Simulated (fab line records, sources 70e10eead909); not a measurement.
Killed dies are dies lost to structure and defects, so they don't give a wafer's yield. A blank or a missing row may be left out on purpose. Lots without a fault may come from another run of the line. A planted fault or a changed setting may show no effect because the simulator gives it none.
Chamber matching | flow nand_harc | NHARC_A_STAIRCASE_TRIM_187 on rie_diel-01: 4 sister chambers
The step chemistry O2, time 211.2 s. 4 wafers are shown with their chamber, then 7 later ones without.

WAFERS WITH THEIR CHAMBER
wafer  | chamber | showerhead_plenum_p_Torr (Torr)
L074.1 | 0       | 3.78
L081.5 | 1       | 3.56
L087.3 | 3       | 3.73
L087.5 | 2       | 3.48

WAFERS WITHOUT THEIR CHAMBER
wafer  | showerhead_plenum_p_Torr (Torr)
L087.6 | 3.76
L096.2 | 3.46
L096.3 | 3.54
L096.4 | 3.74
L097.2 | 3.71
L097.3 | 3.53
L097.6 | 3.46

WHICH CHAMBER EACH WENT THROUGH
wafer  | from the rows above     | in truth
L087.6 | can't be placed: 0 or 3 | 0
L096.2 | 2                       | 2
L096.3 | can't be placed: 1 or 2 | 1
L096.4 | can't be placed: 3 or 0 | 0
L097.2 | 3                       | 3
L097.3 | can't be placed: 1 or 2 | 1
L097.6 | 2                       | 2
Placed correctly: 3 of 7. Can't be placed from these rows: 4 (the true chamber is among the candidates in 4). Placed wrongly: 0.
How it was worked out, from the rows above alone: a wafer's distance from a chamber is the root of the sum, over the readings, of the square of ((its reading less the chamber's mean) divided by the reading's scatter). The wafer belongs to the nearest chamber; if the next one is less than 2 further off, it can't be placed. A chamber's mean is the mean of its shown wafers. The scatter: with one shown wafer a chamber, the root of the mean of the squares of how far each hidden wafer lies from its nearest shown one.
